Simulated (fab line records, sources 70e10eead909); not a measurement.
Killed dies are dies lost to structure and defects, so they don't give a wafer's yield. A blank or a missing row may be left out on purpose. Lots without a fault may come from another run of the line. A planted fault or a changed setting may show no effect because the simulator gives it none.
One fault seen from 2 desks | flow nand_harc | each desk has only its own numbers; what lay behind them comes last

THE DEFECT DESK
What the inspections along the route counted, lot by lot: means of the sampled wafers that have a number. A lot is out of limits, marked OUT, if its mean lies more than 4 standard deviations from the usual mean; the brackets give that distance.
Columns: A = raw_defect_count at NHARC_A_ZERO_WELL_INSPECT_17, usual 11
lot  | first seen here | A
L919 | day 7 00:31     | 6
L920 | day 7 13:23     | 6
L921 | day 7 14:08     | 10
L922 | day 7 14:16     | 13
L923 | day 8 04:38     | 8
L924 | day 8 09:05     | 16
L925 | day 8 11:16     | 9
L926 | day 8 23:30     | 5
L927 | day 9 00:37     | 23
L933 | day 10 20:51    | 16
L934 | day 10 22:33    | 13
L935 | day 11 05:33    | 7
L936 | day 11 05:52    | 20
L939 | day 12 10:06    | 8
This desk's finding: nothing out of limits on any of the 14 lots.

THE METROLOGY DESK
What the gauges read, lot by lot, whatever tool the lot ran on: means of the sampled wafers that have a number. A lot is out of limits, marked OUT, if its mean lies more than 4 standard deviations from the usual mean; the brackets give that distance.
Columns: A = thk_nm at NHARC_A_ONON_D1_THK_MEAS_02, usual 999 nm; B = thk_nm at NHARC_A_ONON_D1_THK_MEAS_30, usual 1000 nm; C = cd_nm at NHARC_A_CHANNEL_HOLE_D1_CD_MEAS_10, usual 100.0 nm
lot  | first seen here | A    | B              | C
L919 | day 7 19:51     | 1015 | 1007           | 99.9
L921 | day 8 10:23     | 1014 | 1014           | 100.5
L922 | day 8 10:25     | 1003 | 994            | 99.8
L920 | day 8 10:26     | 991  | 989            | 99.7
L923 | day 9 01:45     | 999  | 1012           | 99.3
L924 | day 9 06:53     | 989  | 1008           | 99.3
L925 | day 9 06:53     | 989  | 988            | 100.1
L927 | day 9 21:15     | 988  | 991            | 99.9
L926 | day 9 21:16     | 998  | 1003           | 100.2
L933 | day 11 18:25    | 1003 | 1827 (+69) OUT | -
L934 | day 11 18:25    | 1005 | 1012           | 100.3
L935 | day 12 02:11    | 992  | 1830 (+69) OUT | -
L936 | day 12 02:14    | 1001 | 990            | 100.5
L939 | day 13 05:17    | 989  | 1006           | 99.8
This desk's finding: out of limits on L933, L935; first on L933, day 12 06:10 (thk_nm at NHARC_A_ONON_D1_THK_MEAS_30). In limits: L919, L921, L922, L920, L923, L924, L925, L927, L926, L934, L936, L939.

PUT TOGETHER
The metrology desk could have raised an alarm at day 12 06:10, on L933, L935.
The defect desk saw nothing out of limits.
The defect desk has L933, L935 on record, within its limits.
Of the lots named, all ran NHARC_A_ONON_D1_DEP_28 on pecvd_onon-03.

WHAT THE SIMULATOR HAD PUT IN
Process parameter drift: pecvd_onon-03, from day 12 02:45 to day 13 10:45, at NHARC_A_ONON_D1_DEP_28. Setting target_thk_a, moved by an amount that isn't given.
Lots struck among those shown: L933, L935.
Hours from the fault's start to each desk's first reading out of limits: the metrology desk, 3.
